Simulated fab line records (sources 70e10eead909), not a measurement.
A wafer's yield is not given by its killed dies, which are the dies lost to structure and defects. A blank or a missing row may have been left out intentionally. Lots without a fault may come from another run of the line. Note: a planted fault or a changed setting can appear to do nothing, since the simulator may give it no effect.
fab line records	flow nandHarc
record: lots: 7	wafers: 21	lastDay: 32
route steps=1302 shown A_CONTACT@1078 END@1302
lots untouched by any fault: they come from a run of this same line in which no faults occurred
startH: the number of hours between the record's first day and the start of the first shown wafer of the lot	waitH: hours since the lot's step before	" unchanged from the row above	L1.1+2: a single row standing in for several wafers	- no value, or no start given	* or withheld: withheld	< > ~ a bound
route shown NAME@n: a module of which the file shows steps, and the number in the route of the first	usual: the fault-free wafers' mean and standard deviation	same: alike in all rows	chamber/n: place in a boat	sites: the reading at each site	_std_site: standard deviation across them	_edge_site: outer sites' mean less inner sites'	radiusMm: for every site, how far away it sits from the centre of the wafer	mask NAME#n: copy n	behind: tool/chamber where the wafer was last shaped	hold: why the lot went on hold/how many hours it stayed there/how the hold came to an end	device: the transistor (n, p or np) that didn't switch	end of line: at the end of the route, the tests of the same wafers	step lacking rows: just its recipe	killed: at the first sort, the dies lost to defects and structure; wafer yield is something else	map: shows each die of a wafer: x if killed, . if not, _ if none is there
set.NAME: setting as actually run; set.NAME@STEP: the setting as run at that earlier step	model.NAME: the simulator's own value behind a step, which no gauge read
lots at some steps of the route; a table a step, a row a wafer
services: when a tool's chamber went out of use (startH, in hours from the record's first day, below 0 if earlier), for how many hours, and the reason
== steps ==
step: NHARC_A_CONTACT_CD_MEAS_08
recipe: targetCdNm: 200	landingEnergyEv: 500
usual: cdNm: 200.0/0.57
lot.wafer	tool	chamber	startH	waitH	cdNm
L801.1	cdSem-03	0	512.68	-	200.5
L801.4	"	0	"	"	200.0
L801.6	"	0	"	"	200.0
L815.1	cdSem-02	0	646.33	-	200.8
L815.5	"	0	"	"	199.9
L815.6	"	0	"	"	199.7
L816.1	cdSem-02	0	670.76	-	200.2
L816.2	"	0	"	"	200.1
L816.3	"	0	"	"	199.6
L817.1	cdSem-02	0	675.03	-	200.1
L817.2	"	0	"	"	199.7
L817.6	"	0	"	"	199.5
L819.2	cdSem-01	0	687.13	-	199.7
L819.3	"	0	"	"	200.3
L819.4	"	0	"	"	199.5
L820.2	cdSem-03	0	701.32	-	199.4
L820.4	"	0	"	"	199.4
L820.5	"	0	"	"	199.3
L823.2	cdSem-03	0	723.72	-	199.8
L823.4	"	0	"	"	199.6
L823.6	"	0	"	"	199.9
step: NHARC_A_CONTACT_OVL_MEAS_09
usual: overlayXNm: 0.1/0.85	overlayYNm: -0.1/0.69
lot.wafer	tool	chamber	startH	waitH	overlayXNm	overlayYNm
L801.1	overlay-01	-	512.77	-	1.9	0.1
L801.4	"	-	"	"	0.7	-0.3
L801.6	"	-	"	"	0.7	-0.4
L815.1	overlay-01	-	646.42	-	2.2	-1.8
L815.5	"	-	"	"	2.1	-1.0
L815.6	"	-	"	"	2.1	-0.9
L816.1	overlay-02	-	670.85	-	-0.3	0.2
L816.2	"	-	"	"	-1.8	-0.1
L816.3	"	-	"	"	-0.9	0.1
L817.1	overlay-02	-	675.12	-	0.0	0.8
L817.2	"	-	"	"	0.3	1.1
L817.6	"	-	"	"	0.5	1.1
L819.2	overlay-02	-	687.22	-	-0.7	0.6
L819.3	"	-	"	"	-0.9	0.3
L819.4	"	-	"	"	-0.8	0.5
L820.2	overlay-01	-	701.41	-	0.5	-0.5
L820.4	"	-	"	"	0.5	-0.1
L820.5	"	-	"	"	-0.2	0.0
L823.2	overlay-02	-	723.81	-	0.4	0.1
L823.4	"	-	"	"	0.2	-0.5
L823.6	"	-	"	"	0.9	-0.8
step: NHARC_A_CONTACT_INSPECT_10
usual: rawDefectCount: 83/36
lot.wafer	tool	chamber	startH	waitH	rawDefectCount
L801.1	defectInspect-02	-	512.80	0.0	51
L801.4	"	-	"	"	61
L801.6	"	-	"	"	54
L815.1	defectInspect-01	-	646.45	0.0	131
L815.5	"	-	"	"	143
L815.6	"	-	"	"	124
L816.1	defectInspect-02	-	670.89	0.0	43
L816.2	"	-	"	"	61
L816.3	"	-	"	"	52
L817.1	defectInspect-01	-	675.16	0.0	100
L817.2	"	-	"	"	117
L817.6	"	-	"	"	107
L819.2	defectInspect-01	-	687.25	0.0	96
L819.3	"	-	"	"	90
L819.4	"	-	"	"	105
L820.2	defectInspect-01	-	701.45	0.0	60
L820.4	"	-	"	"	55
L820.5	"	-	"	"	57
L823.2	defectInspect-02	-	723.84	0.0	86
L823.4	"	-	"	"	84
L823.6	"	-	"	"	88
step: NHARC_A_CONTACT_DESCUM_13
recipe: timeS: 3	o2FlowSccm: 200	arFlowSccm: 0	biasPowerW: 0	chemistry: O2
usual: drypumpMotorCurrentA: 5.8/0.51	o2FlowSccm: 200.1/0.61	oesProductAu: 1.002/0.011	rfVppV: 57.6/0.94	showerheadPlenumPTorr: 1.88/0.095	throttleValvePct: 11.310/0.0096
same: biasPowerW: 0
lot.wafer	tool	chamber	startH	waitH	drypumpMotorCurrentA	o2FlowSccm	oesProductAu	rfHoursCounterH	rfVppV	showerheadPlenumPTorr	throttleValvePct
L801.4	rieDiel-13	3	512.87	0.1	5.2	200.0	1.019	25	57.8	1.81	11.312
L801.1	"	1	"	"	5.2	200.8	0.992	27	56.9	1.79	11.313
L801.6	"	3	"	"	5.2	199.9	1.017	-	59.9	1.81	11.312
L815.1	rieDiel-13	0	646.51	0.1	6.5	199.3	0.994	21	57.9	2.02	11.318
L815.5	"	0	"	"	6.5	200.3	0.996	-	57.3	2.03	11.327
L815.6	"	1	"	"	5.2	200.4	0.980	-	58.5	1.78	11.295
L816.2	rieDiel-11	1	670.95	0.1	6.3	200.6	1.015	14	57.9	1.93	11.318
L816.1	"	2	"	"	5.5	201.5	1.015	17	57.1	1.81	11.301
L816.3	"	0	"	"	5.3	199.5	1.024	19	58.5	2.01	11.307
L817.1	rieDiel-10	0	675.23	0.1	6.3	200.7	1.001	22	56.4	1.86	11.314
L817.2	"	2	"	"	5.5	199.8	1.001	15	59.3	2.05	11.297
L817.6	"	3	"	"	6.1	199.7	1.009	-	58.4	1.91	11.323
L819.3	rieDiel-11	1	687.32	0.1	6.4	199.5	1.013	22	57.2	1.93	11.306
L819.4	"	2	"	"	5.5	200.6	1.019	26	57.2	1.80	11.316
L819.2	"	3	"	"	6.3	200.6	1.018	25	57.5	1.94	11.312
L820.4	rieDiel-10	2	703.18	1.7	5.5	201.9	1.005	26	59.3	2.05	11.316
L820.2	"	3	"	"	6.1	199.0	1.004	30	58.8	1.91	11.315
L820.5	"	1	"	"	6.1	200.2	1.000	-	57.8	1.83	11.311
L823.4	rieDiel-13	3	723.92	0.1	5.1	200.0	0.989	3	58.3	1.80	11.315
L823.2	"	0	"	"	6.5	200.0	1.008	4	59.3	2.02	11.318
L823.6	"	2	"	"	5.9	200.4	0.993	-	56.9	1.80	11.293
step: NHARC_A_CONTACT_ETCH_88
recipe: targetDepthA: 390	overEtchFrac: 0.3	timeS: 65	ionEnergyEv: 80	cf4FlowSccm: 150	arFlowSccm: 0	rfW: 300	biasW: 100	chemistry: CF4
usual: biasW: 99.98/0.29	cf4FlowSccm: 150.1/0.44	drypumpMotorCurrentA: 5.8/0.52	oesProductAu: 1.004/0.012	rfFwdPowerW: 297.2/0.95	rfVppV: 151.0/1.4	showerheadPlenumPTorr: 1.75/0.086	throttleValvePct: 13.283/0.0087
lot.wafer	tool	chamber	startH	waitH	biasW	cf4FlowSccm	drypumpMotorCurrentA	oesProductAu	rfFwdPowerW	rfHoursCounterH	rfVppV	showerheadPlenumPTorr	throttleValvePct
L801.1	rieDiel-13	0	513.02	0.1	99.93	150.5	6.5	1.010	296.4	28	151.6	1.87	13.267
L801.4	"	2	"	"	100.27	149.3	5.9	0.997	296.4	27	149.0	1.68	13.292
L801.6	"	3	"	"	100.18	150.7	5.1	1.014	298.2	-	150.0	1.68	13.279
L815.1	rieDiel-13	3	646.61	0.1	99.79	150.2	5.2	0.997	297.1	23	150.6	1.68	13.276
L815.6	"	1	"	"	99.91	149.8	5.2	0.993	297.7	-	148.9	1.65	13.293
L815.5	"	2	"	"	99.50	149.4	5.9	0.987	298.6	-	148.5	1.67	13.286
L816.1	rieDiel-11	2	671.03	0.1	100.03	150.5	5.5	1.015	297.1	17	149.8	1.68	13.269
L816.2	"	3	"	"	99.72	150.6	6.3	1.021	297.9	19	150.9	1.79	13.288
L816.3	"	0	"	"	99.69	150.2	5.3	1.028	295.9	19	152.2	1.85	13.299
L817.1	rieDiel-10	1	675.30	0.1	100.31	149.9	6.1	1.000	297.7	22	150.6	1.70	13.278
L817.2	"	2	"	"	100.17	150.0	5.5	1.014	297.4	15	153.5	1.89	13.293
L817.6	"	2	"	"	100.42	150.2	5.5	1.014	296.4	-	152.5	1.89	13.277
L819.4	rieDiel-11	3	687.40	0.1	99.93	150.9	6.3	1.022	296.1	25	150.9	1.79	13.290
L819.3	"	0	"	"	100.23	150.7	5.3	1.024	296.3	25	153.3	1.85	13.288
L819.2	"	2	"	"	100.11	150.6	5.5	1.013	297.7	26	148.9	1.68	13.291
L820.2	rieDiel-10	2	703.34	0.1	99.49	150.6	5.5	1.009	299.2	26	152.5	1.88	13.278
L820.4	"	3	"	"	99.65	149.8	6.1	1.008	296.9	30	151.1	1.77	13.272
L820.5	"	1	"	"	100.27	150.0	6.1	1.002	297.3	-	150.0	1.70	13.292
L823.4	rieDiel-13	3	723.99	0.1	99.89	150.4	5.1	0.994	297.2	3	150.0	1.67	13.282
L823.2	"	2	"	"	99.56	149.8	5.9	0.987	298.3	3	151.8	1.67	13.284
L823.6	"	0	"	"	100.30	150.6	6.5	1.009	295.0	-	152.5	1.86	13.280
step: NHARC_A_CONTACT_ETCH_89
recipe: targetDepthA: 2600	overEtchFrac: 0.3	timeS: 475.3	ionEnergyEv: 200	n2FlowSccm: 150	h2FlowSccm: 150	arFlowSccm: 0	rfW: 400	biasW: 150	chemistry: N2/H2
step: NHARC_A_CONTACT_ETCH_30
recipe: targetDepthA: 726	timeS: 36.3	cf4FlowSccm: 100	chf3FlowSccm: 30	arFlowSccm: 0	rfW: 500	biasW: 200	chemistry: CF4/CHF3
usual: biasW: 199.9/0.58	cf4FlowSccm: 99.97/0.28	drypumpMotorCurrentA: 5.8/0.53	oesProductAu: 0.939/0.022	rfFwdPowerW: 493.6/1.6	rfVppV: 369.9/2.7	showerheadPlenumPTorr: 1.55/0.076	throttleValvePct: 16.802/0.0095
lot.wafer	tool	chamber	startH	waitH	biasW	cf4FlowSccm	drypumpMotorCurrentA	oesProductAu	rfFwdPowerW	rfHoursCounterH	rfVppV	showerheadPlenumPTorr	throttleValvePct
L801.4	rieDiel-13	0	-	-	200.4	100.03	6.5	0.920	493.2	28	374.4	1.67	16.790
L801.1	"	3	"	"	200.1	100.66	5.1	0.933	492.3	26	368.3	1.50	16.787
L801.6	"	1	"	"	199.6	99.99	5.1	0.921	492.9	-	366.9	1.47	16.802
L815.1	rieDiel-13	3	-	-	200.1	99.93	5.2	0.921	492.1	23	368.0	1.49	16.810
L815.6	"	3	"	"	200.0	100.09	5.1	0.923	491.6	-	368.0	1.49	16.799
L815.5	"	0	"	"	199.3	100.03	6.5	0.924	497.6	-	372.9	1.66	16.813
L816.2	rieDiel-11	1	-	-	199.2	99.56	6.4	0.934	492.2	14	372.6	1.59	16.793
L816.3	"	2	"	"	198.7	99.89	5.6	0.949	493.8	17	367.6	1.49	16.806
L816.1	"	0	"	"	200.1	99.92	5.3	0.951	492.0	20	373.4	1.65	16.805
L817.2	rieDiel-10	3	-	-	201.2	100.29	6.1	0.913	495.4	20	370.9	1.57	16.813
L817.1	"	1	"	"	200.2	99.71	6.1	0.921	494.3	22	369.7	1.51	16.804
L817.6	"	0	"	"	200.5	99.75	6.3	0.919	494.6	-	368.4	1.54	16.806
L819.4	rieDiel-11	1	-	-	200.0	99.72	6.4	0.929	490.5	22	370.3	1.58	16.824
L819.2	"	2	"	"	200.4	99.76	5.5	0.939	494.3	26	368.2	1.49	16.788
L819.3	"	3	"	"	199.4	99.54	6.3	0.937	491.2	25	371.8	1.59	16.802
L820.4	rieDiel-10	0	-	-	200.1	99.86	6.3	0.928	493.7	34	369.2	1.53	16.798
L820.2	"	3	"	"	199.5	100.22	6.2	0.941	490.8	31	371.1	1.57	16.805
L820.5	"	0	"	"	199.9	99.58	6.3	0.935	493.1	-	369.2	1.53	16.812
L823.2	rieDiel-13	2	-	-	200.1	99.74	5.9	0.952	494.9	3	368.6	1.48	16.795
L823.4	"	3	"	"	199.8	99.75	5.1	0.970	493.0	3	368.2	1.49	16.782
L823.6	"	3	"	"	200.5	99.94	5.1	0.985	490.8	-	368.5	1.49	16.798
step: NHARC_A_CONTACT_ETCH_31
recipe: targetDepthA: 28000	overEtchFrac: 0.3	timeS: 728	ionEnergyEv: 150	o2FlowSccm: 400	cosFlowSccm: 20	arFlowSccm: 0	rfW: 500	biasW: 300	chemistry: O2/COS
step: NHARC_A_CONTACT_ETCH_134
recipe: sourceW: withheld	pressureMtorr: 20	biasV: withheld	timeS: 140	targetDepthA: 7000	arFlowSccm: withheld	c4f8FlowSccm: withheld	o2FlowSccm: withheld	chemistry: C4F8/O2/Ar
usual: chamberPressureMTorr: 19.998/0.02	oesAirLineAu: 1.004/0.022
lot.wafer	tool	chamber	startH	waitH	chamberPressureMTorr	oesAirLineAu	rfHoursCounterH
L801.1	harCapEtch-03	0	514.09	-	20.015	0.963	44
L801.4	"	0	"	"	19.994	0.979	-
L801.6	"	0	"	"	20.012	0.971	-
L815.1	harCapEtch-02	1	647.63	-	19.990	1.009	108
L815.6	"	1	"	"	20.005	1.012	-
L815.5	"	0	"	"	19.986	1.034	-
L816.1	harCapEtch-02	1	672.08	-	19.969	1.043	111
L816.2	"	0	"	"	19.981	1.010	111
L816.3	"	0	"	"	19.999	0.995	-
L817.1	harCapEtch-02	0	676.35	-	19.955	0.964	113
L817.2	"	1	"	"	20.008	1.009	113
L817.6	"	1	"	"	19.992	1.006	-
L819.2	harCapEtch-03	1	688.44	-	19.979	0.966	77
L819.3	"	1	"	"	19.985	1.005	-
L819.4	"	0	"	"	20.004	1.020	-
L820.2	harCapEtch-02	1	705.00	-	19.983	0.995	117
L820.4	"	1	"	"	20.012	1.013	-
L820.5	"	1	"	"	20.001	0.994	-
L823.2	harCapEtch-02	0	725.08	-	19.951	1.010	122
L823.4	"	0	"	"	20.010	1.015	-
L823.6	"	0	"	"	19.995	1.006	-
step: NHARC_A_CONTACT_ETCH_135
recipe: sourceW: withheld	pressureMtorr: 20	biasV: 1200	timeS: 311	targetDepthA: 19120	arFlowSccm: withheld	c4f8FlowSccm: withheld	o2FlowSccm: withheld	chemistry: C4F8/O2/Ar
usual: chamberPressureMTorr: 20.000/0.019	oesAirLineAu: 1.000/0.02
lot.wafer	tool	chamber	startH	waitH	chamberPressureMTorr	oesAirLineAu	rfHoursCounterH
L801.1	harCapEtch-03	0	514.30	0.2	19.993	0.990	44
L801.4	"	0	"	"	20.007	0.988	-
L801.6	"	0	"	"	20.002	1.010	-
L815.1	harCapEtch-02	1	647.82	0.2	19.983	1.000	108
L815.6	"	1	"	"	19.980	1.003	-
L815.5	"	0	"	"	20.017	0.993	-
L816.1	harCapEtch-02	1	672.28	0.2	19.988	0.989	111
L816.2	"	0	"	"	19.971	1.026	111
L816.3	"	0	"	"	20.041	0.981	-
L817.1	harCapEtch-02	0	676.55	0.2	19.988	0.981	113
L817.2	"	1	"	"	20.001	1.007	113
L817.6	"	1	"	"	20.016	1.028	-
L819.2	harCapEtch-03	1	688.64	0.2	19.996	1.005	77
L819.3	"	1	"	"	20.024	1.040	-
L819.4	"	0	"	"	20.004	1.003	-
L820.2	harCapEtch-02	1	705.20	0.2	20.014	1.008	117
L820.4	"	1	"	"	19.993	1.023	-
L820.5	"	1	"	"	19.998	1.021	-
L823.2	harCapEtch-02	0	725.36	0.2	19.991	1.015	122
L823.4	"	0	"	"	19.968	1.022	-
L823.6	"	0	"	"	20.015	1.032	-
step: NHARC_A_CONTACT_ETCH_136
recipe: sourceW: withheld	pressureMtorr: 20	biasV: 1200	timeS: 311	targetDepthA: 19120	arFlowSccm: withheld	c4f8FlowSccm: withheld	o2FlowSccm: withheld	chemistry: C4F8/O2/Ar
step: NHARC_A_CONTACT_ETCH_137
recipe: sourceW: withheld	pressureMtorr: 20	biasV: 1200	timeS: 311	targetDepthA: 19120	arFlowSccm: withheld	c4f8FlowSccm: withheld	o2FlowSccm: withheld	chemistry: C4F8/O2/Ar
step: NHARC_A_CONTACT_ETCH_138
recipe: sourceW: withheld	pressureMtorr: 20	biasV: 1200	timeS: 311	targetDepthA: 19140	arFlowSccm: withheld	c4f8FlowSccm: withheld	o2FlowSccm: withheld	chemistry: C4F8/O2/Ar
usual: chamberPressureMTorr: 20.001/0.019	oesAirLineAu: 1.002/0.02
lot.wafer	tool	chamber	startH	waitH	chamberPressureMTorr	oesAirLineAu	rfHoursCounterH
L801.1	harCapEtch-03	0	515.12	0.2	20.028	1.017	45
L801.4	"	0	"	"	19.986	0.993	-
L801.6	"	0	"	"	19.987	1.004	-
L815.1	harCapEtch-02	1	648.64	0.2	19.981	0.972	109
L815.6	"	1	"	"	20.009	1.000	-
L815.5	"	0	"	"	20.041	0.992	-
L816.1	harCapEtch-02	1	673.09	0.2	-	-	-
L816.2	"	0	"	"	-	-	-
L816.3	"	0	"	"	-	-	-
L817.1	harCapEtch-02	0	677.37	0.2	-	-	-
L817.2	"	1	"	"	-	-	-
L817.6	"	1	"	"	-	-	-
L819.2	harCapEtch-03	1	689.44	0.2	-	-	-
L819.3	"	1	"	"	-	-	-
L819.4	"	0	"	"	-	-	-
L820.2	harCapEtch-02	1	706.02	0.2	20.005	0.980	118
L820.4	"	1	"	"	19.997	1.020	-
L820.5	"	1	"	"	20.009	0.993	-
L823.2	harCapEtch-02	0	726.44	0.3	19.977	0.998	123
L823.4	"	0	"	"	20.009	1.019	-
L823.6	"	0	"	"	19.976	0.998	-
step: NHARC_A_CONTACT_ETCH_139
recipe: sourceW: withheld	pressureMtorr: 20	biasV: 400	timeS: 195	targetDepthA: 8400	arFlowSccm: withheld	c4f8FlowSccm: 11.5	o2FlowSccm: 7.2	chemistry: C4F8/O2/Ar
step: NHARC_END_SORT_01
recipe: tempC: 25
usual: killedAtArray: 53/20	killedAtOther: 1/1.2	killedAtPeriphery: 3.7/2.6	killedDies: 58/20	killedOpen: 3.5/1.8	killedShort: 2.4/1.7
same: grossDies: 677
lot.wafer	tool	chamber	startH	waitH	killedAtArray	killedAtOther	killedAtPeriphery	killedDies	killedOpen	killedShort
L817.1	prober-01	0	724.12	2.5	675	1	1	677	4	2
L817.2	prober-01	0	724.93	2.8	677	0	0	677	3	3
L817.6	prober-01	0	728.14	4.0	673	1	3	677	1	2
L816.1	prober-02	0	724.14	2.5	672	3	2	677	3	3
L816.2	prober-02	0	724.93	2.8	670	2	5	677	1	0
L816.3	prober-02	0	725.73	3.1	666	3	8	677	5	4
L819.2	prober-02	0	738.77	2.8	674	1	2	677	5	1
L819.3	prober-02	0	739.55	3.1	674	2	1	677	3	3
L819.4	prober-02	0	740.33	3.4	675	1	1	677	6	1
killed by level:class
L817.1 A_CONTACT:areaEtch=613 A_CHANNEL_HOLE_D1:chamberFilmFlake=31 A_SLIT:chamberFilmFlake=18 A_ONON_D2:geometricParticle:open=2 A_WL_FILL:geometricParticle:short=2 A_STAIRCASE:chamberFilmFlake=2 A_WL_FILL:chamberFilmFlake=2 A_CONTACT:chamberFilmFlake=2
L816.1 A_CONTACT:areaEtch=628 A_CHANNEL_HOLE_D2:chamberFilmFlake=18 A_CONTACT:chamberFilmFlake=9 A_CHANNEL_HOLE_D1:chamberFilmFlake=7 A_SLIT:chamberFilmFlake=4 THIN_TSV:chamberFilmFlake=3 A_ONON_D1:geometricParticle:short=2 P_M2:geometricParticle:short=1
L817.2 A_CONTACT:areaEtch=595 A_CHANNEL_HOLE_D1:chamberFilmFlake=33 A_SLIT:chamberFilmFlake=33 A_CONTACT:chamberFilmFlake=4 A_WL_FILL:chamberFilmFlake=3 A_DECK1_JOINT:chamberFilmFlake=2 A_CHANNEL_FILL_D1:geometricParticle:open=1 A_CHANNEL_HOLE_D2:geometricParticle:short=1
L816.2 A_CONTACT:areaEtch=643 A_CHANNEL_HOLE_D2:chamberFilmFlake=11 A_SLIT:chamberFilmFlake=6 A_CHANNEL_HOLE_D1:chamberFilmFlake=4 A_CONTACT:chamberFilmFlake=4 P_M1:chamberFilmFlake=2 THIN_TSV:chamberFilmFlake=2 A_CONTACT:geometricParticle:open=1
L816.3 A_CONTACT:areaEtch=619 A_CHANNEL_HOLE_D2:chamberFilmFlake=19 A_SLIT:chamberFilmFlake=8 A_CHANNEL_HOLE_D1:chamberFilmFlake=5 P_M1:chamberFilmFlake=3 A_CONTACT:chamberFilmFlake=3 THIN_TSV:chamberFilmFlake=3 A_CONTACT:geometricParticle:open=2
L817.6 A_CONTACT:areaEtch=618 A_CHANNEL_HOLE_D1:chamberFilmFlake=32 A_SLIT:chamberFilmFlake=15 A_CONTACT:chamberFilmFlake=5 P_CONTACT:geometricParticle:short=1 P_CONTACT:geometricParticle:open=1 A_M0:geometricParticle:short=1 P_GATE:chamberFilmFlake=1
L819.2 A_CONTACT:areaEtch=630 A_SLIT:chamberFilmFlake=17 A_CHANNEL_HOLE_D2:chamberFilmFlake=15 A_CONTACT:chamberFilmFlake=4 A_CHANNEL_FILL_D2:chamberFilmFlake=2 P_M0:geometricParticle:open=1 P_M1:geometricParticle:open=1 A_ONON_D1:geometricParticle:open=1
L819.3 A_CONTACT:areaEtch=622 A_SLIT:chamberFilmFlake=24 A_CHANNEL_HOLE_D2:chamberFilmFlake=13 A_CHANNEL_HOLE_D1:chamberFilmFlake=10 P_M0:geometricParticle:open=1 A_ONON_D1:geometricParticle:short=1 A_ONON_D2:geometricParticle:open=1 A_WL_FILL:geometricParticle:short=1
L819.4 A_CONTACT:areaEtch=622 A_CHANNEL_HOLE_D2:chamberFilmFlake=24 A_SLIT:chamberFilmFlake=13 A_CHANNEL_HOLE_D1:chamberFilmFlake=4 A_STAIRCASE:chamberFilmFlake=3 A_DECK1_JOINT:geometricParticle:open=2 A_DECK1_JOINT:geometricParticle:short=1 A_ONON_D2:geometricParticle:open=1
map L816.1 (x killed, . not)
____________x____________
_________xxxxxxx_________
_______xxxxxxxxxxx_______
______xxxxxxxxxxxxx______
_____xxxxxxxxxxxxxxx_____
____xxxxxxxxxxxxxxxxx____
____xxxxxxxxxxxxxxxxx____
___xxxxxxxxxxxxxxxxxxx___
___xxxxxxxxxxxxxxxxxxx___
__xxxxxxxxxxxxxxxxxxxxx__
__xxxxxxxxxxxxxxxxxxxxx__
_xxxxxxxxxxxxxxxxxxxxxxx_
_xxxxxxxxxxxxxxxxxxxxxxx_
_xxxxxxxxxxxxxxxxxxxxxxx_
_xxxxxxxxxxxxxxxxxxxxxxx_
_xxxxxxxxxxxxxxxxxxxxxxx_
xxxxxxxxxxxxxxxxxxxxxxxxx
xxxxxxxxxxxxxxxxxxxxxxxxx
xxxxxxxxxxxxxxxxxxxxxxxxx
xxxxxxxxxxxxxxxxxxxxxxxxx
xxxxxxxxxxxxxxxxxxxxxxxxx
_xxxxxxxxxxxxxxxxxxxxxxx_
_xxxxxxxxxxxxxxxxxxxxxxx_
_xxxxxxxxxxxxxxxxxxxxxxx_
_xxxxxxxxxxxxxxxxxxxxxxx_
_xxxxxxxxxxxxxxxxxxxxxxx_
__xxxxxxxxxxxxxxxxxxxxx__
__xxxxxxxxxxxxxxxxxxxxx__
___xxxxxxxxxxxxxxxxxxx___
___xxxxxxxxxxxxxxxxxxx___
____xxxxxxxxxxxxxxxxx____
____xxxxxxxxxxxxxxxxx____
_____xxxxxxxxxxxxxxx_____
______xxxxxxxxxxxxx______
_______xxxxxxxxxxx_______
_________xxxxxxx_________
____________x____________
map L817.1 (x killed, . not)
____________x____________
_________xxxxxxx_________
_______xxxxxxxxxxx_______
______xxxxxxxxxxxxx______
_____xxxxxxxxxxxxxxx_____
____xxxxxxxxxxxxxxxxx____
____xxxxxxxxxxxxxxxxx____
___xxxxxxxxxxxxxxxxxxx___
___xxxxxxxxxxxxxxxxxxx___
__xxxxxxxxxxxxxxxxxxxxx__
__xxxxxxxxxxxxxxxxxxxxx__
_xxxxxxxxxxxxxxxxxxxxxxx_
_xxxxxxxxxxxxxxxxxxxxxxx_
_xxxxxxxxxxxxxxxxxxxxxxx_
_xxxxxxxxxxxxxxxxxxxxxxx_
_xxxxxxxxxxxxxxxxxxxxxxx_
xxxxxxxxxxxxxxxxxxxxxxxxx
xxxxxxxxxxxxxxxxxxxxxxxxx
xxxxxxxxxxxxxxxxxxxxxxxxx
xxxxxxxxxxxxxxxxxxxxxxxxx
xxxxxxxxxxxxxxxxxxxxxxxxx
_xxxxxxxxxxxxxxxxxxxxxxx_
_xxxxxxxxxxxxxxxxxxxxxxx_
_xxxxxxxxxxxxxxxxxxxxxxx_
_xxxxxxxxxxxxxxxxxxxxxxx_
_xxxxxxxxxxxxxxxxxxxxxxx_
__xxxxxxxxxxxxxxxxxxxxx__
__xxxxxxxxxxxxxxxxxxxxx__
___xxxxxxxxxxxxxxxxxxx___
___xxxxxxxxxxxxxxxxxxx___
____xxxxxxxxxxxxxxxxx____
____xxxxxxxxxxxxxxxxx____
_____xxxxxxxxxxxxxxx_____
______xxxxxxxxxxxxx______
_______xxxxxxxxxxx_______
_________xxxxxxx_________
____________x____________
== services ==
tool	chamber	startH	hours	kind
rieDiel-13	0	499.69	-	clean
rieDiel-13	1	499.69	-	clean
rieDiel-13	2	499.69	-	clean
rieDiel-13	3	499.69	-	clean
rieDiel-13	2	515.42	8.9	repair
rieDiel-13	-	519.50	9.0	pm
rieDiel-13	0	519.50	9.0	ventCycle
harCapEtch-03	-	551.01	1.0	repair
rieDiel-13	0	581.21	2.0	repair
rieDiel-10	2	582.99	5.5	repair
rieDiel-10	-	602.53	9.0	pm
rieDiel-11	-	614.31	9.0	pm
rieDiel-10	2	621.33	14.7	repair
rieDiel-11	1	633.94	10.6	repair
rieDiel-13	2	656.08	23.4	repair
rieDiel-13	0	658.12	8.8	repair
rieDiel-13	-	661.48	13.2	repair
harCapEtch-02	-	680.07	1.0	repair
rieDiel-13	-	681.11	1.4	repair
rieDiel-13	-	696.50	9.0	pm
rieDiel-11	0	711.30	6.6	repair
harCapEtch-03	-	716.22	0.6	repair
rieDiel-10	1	722.44	14.7	repair
rieDiel-11	0	722.45	6.6	repair
== key ==
firstSign: step: NHARC_A_CONTACT_ETCH_138	reading: toolRecord	direction: missing
effect: step: NHARC_END_SORT_01	reading: killedAtArray	direction: up	sigmas: 32	usual: 53	struck: 673
moreKillsBornAt: NHARC_A_CONTACT_ETCH_138@harCapEtch-02: 3716	NHARC_A_CONTACT_ETCH_138@harCapEtch-03: 1874
metAt NHARC_A_CONTACT_ETCH_138
struckWafers L816.1,L816.2,L816.3,L817.1,L817.2,L817.6,L819.2,L819.3,L819.4
laterRowsLeftOut L816.1,L816.2,L816.3,L817.1,L817.2,L817.6,L819.2,L819.3,L819.4
testerLeftOut L816,L817,L819
onsetBetween 648.64 673.09
fault: kind: skippedStepWhole	tool: harCapEtch-02,harCapEtch-03	chamber: -	onsetH: 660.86	steps: NHARC_A_CONTACT_ETCH_138	scope: struckLotsOnly
testerLeftOut: of these lots the tester's yield and bins aren't shown, on N5 and GAA mostly nor the transistor test; their killed dies are dies lost to structure and defects alone, not to doping, threshold or leakage, so they don't give the yield
laterRowsLeftOut: the simulator's readings of these wafers behind a module that went badly wrong aren't trusted and aren't shown, but for the sort
